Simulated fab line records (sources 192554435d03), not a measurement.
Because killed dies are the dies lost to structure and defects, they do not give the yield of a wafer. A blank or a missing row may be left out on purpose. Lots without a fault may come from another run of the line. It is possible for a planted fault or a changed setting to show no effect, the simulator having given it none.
Chamber matching	flow n5-finfet	N5_BEOL_M1_ALD_84 on ald-metal-01 has 4 sister chambers
The step deposits TaN, pulse time 2 s, purge time 3 s, co reactant purge time 2 s. 7 wafers are shown with their chamber, then 7 later ones without.

== WAFERS WITH THEIR CHAMBER ==
wafer	chamber	heater-power-w (W)
L078.4	0	388
L084.6	2	350
L088.1	3	436
L088.2	0	392
L088.3	2	358
L089.1	3	430
L089.3	1	441

== WAFERS WITH NO CHAMBER GIVEN ==
wafer	heater-power-w (W)
L089.5	423
L091.1	363
L091.4	399
L091.5	436
L093.2	424
L093.3	399
L093.6	441

== EACH ONE'S CHAMBER ==
wafer	from the rows above	in truth
L089.5	can't be placed: 3 or 1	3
L091.1	2	2
L091.4	0	0
L091.5	can't be placed: 3 or 1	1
L093.2	can't be placed: 3 or 1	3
L093.3	0	0
L093.6	can't be placed: 1 or 3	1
Correctly placed: 3 of 7. These rows do not allow placing 4 (true chamber among the candidates in 4). Placed wrongly: 0.
How it was worked out, from the rows above alone: a wafer's distance from a chamber is the root of the sum, over the readings, of the square of ((its reading less the chamber's mean) divided by the reading's scatter). The wafer belongs to the nearest chamber; if the next one is less than 2 further off, it can't be placed. Each chamber's mean is taken over the wafers shown for it. How the scatter is found: for the shown wafers, subtract from each reading the mean of its chamber, square and add these, divide the total by (wafers less chambers), then take the root.
